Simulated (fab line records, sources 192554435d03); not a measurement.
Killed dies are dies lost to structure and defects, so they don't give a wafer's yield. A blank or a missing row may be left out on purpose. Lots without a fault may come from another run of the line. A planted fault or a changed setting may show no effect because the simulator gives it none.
Which tool did it? | flow n5_finfet | 9 lots, 25 wafers sampled, at 5 steps of a route of 1938

WHAT THE GAUGES READ, wafer by wafer
N5_BEOL_M4_RC_MEAS_101. Usual: DIBL_N 36.0 mV/V, standard deviation 2.2; DIBL_P 36.2 mV/V, standard deviation 2.4; IOFF_N 0.16 nA/um, standard deviation 0.035; IOFF_P 0.21 nA/um, standard deviation 0.037; ION_N 672 uA/um, standard deviation 13; ION_P 461 uA/um, standard deviation 7; SS_N 71.4 mV/dec, standard deviation 0.69; SS_P 73.2 mV/dec, standard deviation 0.75; VT_N 250 mV, standard deviation 3.4; VT_P -251 mV, standard deviation 3.
lot  | measured     | on        | DIBL_N (mV/V)  | DIBL_P (mV/V)  | IOFF_N (nA/um) | IOFF_P (nA/um) | ION_N (uA/um) | ION_P (uA/um) | SS_N (mV/dec)  | SS_P (mV/dec)  | VT_N (mV)   | VT_P (mV)      | flag
L930 | day 9 13:01  | prober-01 | 33.9 35.4 35.7 | 34.2 35.7 36.5 | 0.12 0.16 0.17 | 0.17 0.19 0.21 | 659 677 694   | 451 457 467   | 71.3 71.1 70.8 | 73.7 73.4 73.6 | 252 250 246 | -257 -253 -252 |
L931 | day 9 15:42  | prober-02 | 33.4 30.8 33.7 | 33.8 32.2 34.7 | 0.13 0.10 0.14 | 0.17 0.16 0.19 | 678 659 679   | 460 462 465   | 70.8 70.2 70.8 | 72.1 72.1 72.4 | 252 257 249 | -251 -254 -253 |
L932 | day 9 10:32  | prober-01 | 38.5 39.2      | 37.1 37.9      | 0.18 0.21      | 0.22 0.24      | 671 679       | 458 458       | 72.7 71.8      | 73.8 73.9      | 247 248     | -250 -246      |
L935 | day 10 20:53 | prober-02 | 37.0 36.6 34.1 | 39.5 38.0 35.2 | 0.18 0.17 0.13 | 0.26 0.23 0.19 | 667 674 660   | 465 460 463   | 72.0 71.6 71.6 | 74.1 74.1 72.9 | 252 248 254 | -250 -251 -254 |
L938 | day 11 00:42 | prober-01 | 38.1 38.7 37.8 | 37.4 40.3 39.1 | 0.20 0.22 0.19 | 0.21 0.26 0.23 | 667 690 677   | 455 466 459   | 72.1 71.9 71.7 | 73.1 74.4 73.5 | 250 244 248 | -252 -246 -252 |
L943 | day 12 06:52 | prober-01 | 37.0 35.4 37.6 | 37.3 34.3 37.9 | 0.17 0.15 0.19 | 0.23 0.19 0.25 | 671 675 684   | 464 463 467   | 72.0 71.1 72.0 | 73.7 72.8 73.7 | 249 248 248 | -248 -253 -249 |
L942 | day 12 07:36 | prober-02 | 37.4 40.8      | 37.5 40.8      | 0.16 0.24      | 0.22 0.28      | 669 692       | 457 470       | 71.3 72.7      | 73.8 74.1      | 252 244     | -249 -248      |
L941 | day 12 09:06 | prober-02 | 31.8 35.7 34.3 | 33.3 37.8 35.4 | 0.11 0.16 0.15 | 0.16 0.22 0.19 | 651 663 670   | 452 458 457   | 70.9 72.4 71.0 | 73.1 73.2 73.0 | 254 248 251 | -254 -252 -253 |
L953 | day 15 05:06 | prober-01 | 36.0 37.5 36.2 | 35.5 37.4 36.2 | 0.14 0.18 0.16 | 0.20 0.24 0.21 | 676 682 678   | 466 473 466   | 70.8 71.7 71.3 | 73.0 73.2 73.0 | 251 249 250 | -249 -247 -248 |

WHICH TOOL RAN EACH LOT (tool, then ch and the chambers of the sampled wafers, then the start)
lot  | N5_BEOL_M4_HM_OPEN_17             | N5_BEOL_M4_ETCH_77                 | N5_BEOL_M4_ETCH_70                 | N5_BEOL_M4_VIA_ETCH_34
L930 | rie_metal-02 ch 0,1, day 8 07:46  | rie_diel-04 ch 2,3, day 8 08:37    | rie_diel-03 ch 0,2,3, day 9 06:16  | rie_diel-03 ch 0,2,3, day 9 06:22
L931 | rie_metal-01 ch 0,1, day 8 22:39  | rie_diel-06 ch 0,1, day 8 23:19    | rie_diel-03 ch 1,3, day 9 10:57    | rie_diel-03 ch 1,3, day 9 11:03
L932 | rie_metal-01 ch 0,1, day 9 02:15  | rie_diel-04 ch 0,3, day 9 02:55    | rie_diel-04 ch 0,2, day 9 05:59    | rie_diel-04 ch 0,2, day 9 06:06
L935 | rie_metal-01 ch 0,1, day 9 23:57  | rie_diel-04 ch 0,1, day 10 00:37   | rie_diel-04 ch 2,3, day 10 15:26   | rie_diel-04 ch 2,3, day 10 15:32
L938 | rie_metal-01 ch 0,1, day 10 12:41 | rie_diel-03 ch 1,2,3, day 10 13:33 | rie_diel-03 ch 2,3, day 10 19:02   | rie_diel-03 ch 2,3, day 10 19:08
L943 | rie_metal-03 ch 1, day 11 16:07   | rie_diel-04 ch 0,2, day 11 17:54   | rie_diel-03 ch 0,2,3, day 12 02:22 | rie_diel-03 ch 0,2,3, day 12 02:29
L942 | rie_metal-03 ch 0,1, day 11 17:36 | rie_diel-03 ch 0, day 11 18:28     | rie_diel-06 ch 0,1, day 12 02:41   | rie_diel-06 ch 0,1, day 12 02:47
L941 | rie_metal-01 ch 0,1, day 11 20:55 | rie_diel-06 ch 0,3, day 11 21:42   | rie_diel-03 ch 2,3, day 12 02:49   | rie_diel-03 ch 2,3, day 12 02:55
L953 | rie_metal-02 ch 0, day 14 00:49   | rie_diel-04 ch 0,1,2, day 14 01:46 | rie_diel-03 ch 0,2,3, day 15 00:29 | rie_diel-03 ch 0,2,3, day 15 00:35
- N5_BEOL_M4_HM_OPEN_17: chemistry Cl2/BCl3, target TiN, target depth 20 nm, overetch 6 nm.
- N5_BEOL_M4_ETCH_77: etches underlayer in N2/H2, target depth 6.5 nm, time 5.2 s.
- N5_BEOL_M4_ETCH_70: etches SOC in N2/H2, target depth 80 nm, overetch 24 nm, time 130 s.
- N5_BEOL_M4_VIA_ETCH_34: etches the open film in C4F6/O2, target depth 69.4 nm, time 65.9 s.

WHAT THE TOOLS THEMSELVES READ (means of the sampled wafers that have a number; where no wafer has one, the mark that the record gives instead)
N5_BEOL_M4_HM_OPEN_17. Usual: drypump_motor_current_A 5.7 A, standard deviation 0.58; oes_product_au 0.64 a.u., standard deviation 0.086; throttle_valve_pct 22.15 %, standard deviation 0.23.
lot  | tool         | drypump_motor_current_A (A) | oes_product_au (a.u.) | throttle_valve_pct (%) | flag
L930 | rie_metal-02 | 5.8                         | 0.68                  | 21.96                  |
L931 | rie_metal-01 | 5.6                         | 0.58                  | 22.31                  |
L932 | rie_metal-01 | 5.9                         | 0.58                  | 22.35                  |
L935 | rie_metal-01 | 5.7                         | 0.57                  | 22.32                  |
L938 | rie_metal-01 | 5.6                         | 0.57                  | 22.31                  |
L943 | rie_metal-03 | 5.1                         | 0.63                  | 21.99                  |
L942 | rie_metal-03 | 5.2                         | 0.73                  | 22.07                  |
L941 | rie_metal-01 | 6.2                         | 0.62                  | 22.37                  |
L953 | rie_metal-02 | 5.7                         | 0.71                  | 21.83                  |

N5_BEOL_M4_ETCH_77. Usual: drypump_motor_current_A 5.6 A, standard deviation 0.48; etch_rf_on_time_s 5.19 s, standard deviation 0.1; oes_product_au 0.68 a.u., standard deviation 0.071; rf_vpp_V 524.0 V, standard deviation 2.9; showerhead_plenum_p_Torr 2.54 Torr, standard deviation 0.095; throttle_valve_pct 17.78 %, standard deviation 0.19.
lot  | tool        | drypump_motor_current_A (A) | etch_rf_on_time_s (s) | oes_product_au (a.u.) | rf_vpp_V (V) | showerhead_plenum_p_Torr (Torr) | throttle_valve_pct (%) | flag
L930 | rie_diel-04 | 6.1                         | 5.29                  | 0.60                  | 523.8        | 2.52                            | 17.82                  |
L931 | rie_diel-06 | 5.5                         | 5.14                  | 0.78                  | 526.4        | 2.63                            | 17.75                  |
L932 | rie_diel-04 | 5.3                         | 5.21                  | 0.65                  | 523.5        | 2.49                            | 17.75                  |
L935 | rie_diel-04 | 5.4                         | 5.20                  | 0.66                  | 520.4        | 2.43                            | 17.64                  |
L938 | rie_diel-03 | 5.9                         | 5.23                  | 0.68                  | 522.2        | 2.48                            | 17.70                  |
L943 | rie_diel-04 | 6.2                         | 5.27                  | 0.60                  | 523.5        | 2.48                            | 18.19                  |
L942 | rie_diel-03 | 5.2                         | 5.31                  | 0.65                  | 526.8        | 2.63                            | 17.81                  |
L941 | rie_diel-06 | 5.2                         | 5.17                  | 0.75                  | 527.0        | 2.61                            | 17.85                  |
L953 | rie_diel-04 | 5.8                         | 5.70                  | 0.67                  | 521.3        | 2.45                            | 17.81                  | OFF

N5_BEOL_M4_ETCH_70. Usual: drypump_motor_current_A 5.6 A, standard deviation 0.46; oes_product_au 0.58 a.u., standard deviation 0.043; rf_vpp_V 523.4 V, standard deviation 2.5; showerhead_plenum_p_Torr 2.52 Torr, standard deviation 0.084; throttle_valve_pct 17.73 %, standard deviation 0.21.
lot  | tool        | drypump_motor_current_A (A) | oes_product_au (a.u.) | rf_vpp_V (V) | showerhead_plenum_p_Torr (Torr) | throttle_valve_pct (%) | flag
L930 | rie_diel-03 | 5.5                         | 0.59                  | 522.2        | 2.52                            | 17.77                  |
L931 | rie_diel-03 | 6.1                         | 0.59                  | 523.1        | 2.52                            | 17.49                  |
L932 | rie_diel-04 | 5.9                         | 0.55                  | 522.5        | 2.48                            | 18.05                  |
L935 | rie_diel-04 | 6.1                         | 0.50                  | 523.1        | 2.51                            | 17.83                  |
L938 | rie_diel-03 | 5.6                         | 0.60                  | 521.3        | 2.45                            | 17.84                  |
L943 | rie_diel-03 | 5.5                         | 0.58                  | 523.9        | 2.51                            | 17.81                  |
L942 | rie_diel-06 | 5.6                         | 0.63                  | 526.3        | 2.63                            | 17.75                  |
L941 | rie_diel-03 | 5.6                         | 0.59                  | 521.4        | 2.45                            | 17.88                  |
L953 | rie_diel-03 | 5.5                         | 0.56                  | 523.1        | 2.50                            | 17.85                  |

N5_BEOL_M4_VIA_ETCH_34. Usual: drypump_motor_current_A 5.6 A, standard deviation 0.46; oes_product_au 0.78 a.u., standard deviation 0.062; rf_vpp_V 666 V, standard deviation 11; showerhead_plenum_p_Torr 2.83 Torr, standard deviation 0.097; throttle_valve_pct 30.77 %, standard deviation 0.22.
lot  | tool        | drypump_motor_current_A (A) | oes_product_au (a.u.) | rf_vpp_V (V) | showerhead_plenum_p_Torr (Torr) | throttle_valve_pct (%) | flag
L930 | rie_diel-03 | 5.5                         | 0.80                  | 669          | 2.83                            | 30.80                  |
L931 | rie_diel-03 | 6.1                         | 0.80                  | 672          | 2.84                            | 30.74                  |
L932 | rie_diel-04 | 5.8                         | 0.74                  | 658          | 2.79                            | 31.12                  |
L935 | rie_diel-04 | 6.1                         | 0.68                  | 658          | 2.84                            | 30.87                  |
L938 | rie_diel-03 | 5.6                         | 0.80                  | 673          | 2.74                            | 30.75                  |
L943 | rie_diel-03 | 5.5                         | 0.78                  | 668          | 2.81                            | 30.82                  |
L942 | rie_diel-06 | 5.6                         | 0.86                  | 670          | 2.93                            | 30.70                  |
L941 | rie_diel-03 | 5.6                         | 0.79                  | 674          | 2.74                            | 30.77                  |
L953 | rie_diel-03 | 5.5                         | 0.76                  | 668          | 2.80                            | 30.84                  |

THE ANSWER, worked out from the rows above alone
Rule: a lot is off if the mean of its wafers that have a number lies more than 3 standard deviations from the usual mean. A lot without any number at a reading at which 4 lots or more have one is off too. The other lots that the step has rows for count as sound. The gauges are gone through in route order, then the tools' own readings, and for those a lot's mean is taken as printed above. The first step at which some lot is off is used, and at that step the reading that is off furthest; a lot without a number counts as furthest.
Off: L953, at N5_BEOL_M4_ETCH_77 (etch_rf_on_time_s).
A tool fits if, at that step or a process step before it, it ran every lot that is off, and no sound lot after the first of them. Can't be told from this: 2 tools fit, rie_metal-02 at N5_BEOL_M4_HM_OPEN_17, rie_diel-04 at N5_BEOL_M4_ETCH_77.

WHAT THE SIMULATOR HAD PUT IN
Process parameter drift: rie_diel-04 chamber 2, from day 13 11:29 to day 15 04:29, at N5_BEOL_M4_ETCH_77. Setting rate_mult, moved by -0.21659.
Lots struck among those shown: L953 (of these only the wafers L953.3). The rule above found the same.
